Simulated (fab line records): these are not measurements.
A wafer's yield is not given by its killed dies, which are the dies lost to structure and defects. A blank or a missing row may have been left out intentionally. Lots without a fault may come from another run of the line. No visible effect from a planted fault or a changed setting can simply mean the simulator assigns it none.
Code-filled problem report in 8D (eight disciplines) form / flow n5_finfet / the parts of the form that need people (team, actions taken, sign-off) are left out

== 1. PROBLEM STATEMENT ==
Wafers without a fault read 1499.9 rpm, standard deviation 1.1; spin_speed_rpm at N5_BEOL_M12_COAT_65 reads a mean of 1766.3 rpm on 9 wafers belonging to 3 lots. That is +99 or more standard deviations from the usual mean.
The step: time 60 s, resist thk 300 nm.
The first sign was on wafer L902.1 at day 16 09:58, on litho_track-03. The record has a number at this step for 33 wafers belonging to 11 lots. The rule behind "out" and "out of limits": a value lying over 4 standard deviations away from the usual mean. Any other wafer with a number is counted as sound.

== 2. WHAT THIS IS AND IS NOT ==
question=which readings at this step | is=spin_speed_rpm | is not=heater_power_total_W
question=which lots | is=L901, L902, L904 | is not=L890, L891, L894, L895, L896, L897, L907, L909
question=which wafers of those lots | is=all that have a number | is not=-
question=read on which tools | is=litho_track-03 | is not=litho_track-02, litho_track-04
question=when | is=from day 16 09:58 | is not=up to then (18 sound wafers); but 6 sound wafers of L907, L909 came after

== 3. WHAT RULES OUT EACH SUSPECT ==
Counting: a tool at any process step up to the reading remains a suspect when it ran all the lots that are out and ran no sound lot after the first of those.
- litho_track-03 at N5_BEOL_M12_COAT_65 (time 60 s, resist thk 300 nm): kept. All lots that are out passed through it, beginning with L902 at day 16 09:58, and no sound lot followed; its final sound lot before that point was L897 at day 16 05:10. Its own spin_speed_rpm readings are out on those wafers.
After counting, what remains is litho_track-03 at N5_BEOL_M12_COAT_65.

== 4. THE CAUSE (what the simulator had put in) ==
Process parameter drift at N5_BEOL_M12_COAT_65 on litho_track-03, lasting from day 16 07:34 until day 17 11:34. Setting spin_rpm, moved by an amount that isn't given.
The count eliminated every tool but this one.

== 5. THE CHAIN OF EFFECTS, in route order ==
Rows list readings where the struck wafers' mean (over those with a number) sits beyond 3 standard deviations from the usual. Only readings whose record carries a usual standard deviation are examined. hours: median over the lots of the time between each lot's start at the first step of this table that gives one and its start at this step. sigmas: the change, counted in usual standard deviations.
hours=0; step=N5_BEOL_M12_COAT_65; reading=spin_speed_rpm; usual=1499.9 rpm; on struck wafers=1766.3; change=+266.4; sigmas=+99 or more
It contains these process steps:
- N5_BEOL_M12_COAT_65: time 60 s, resist thk 300 nm.

== 6. HOW IT WOULD HAVE BEEN CAUGHT EARLIER ==
First out-of-limits reading in this record: day 16 09:58, which is 2 hours after fault onset at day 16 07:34.
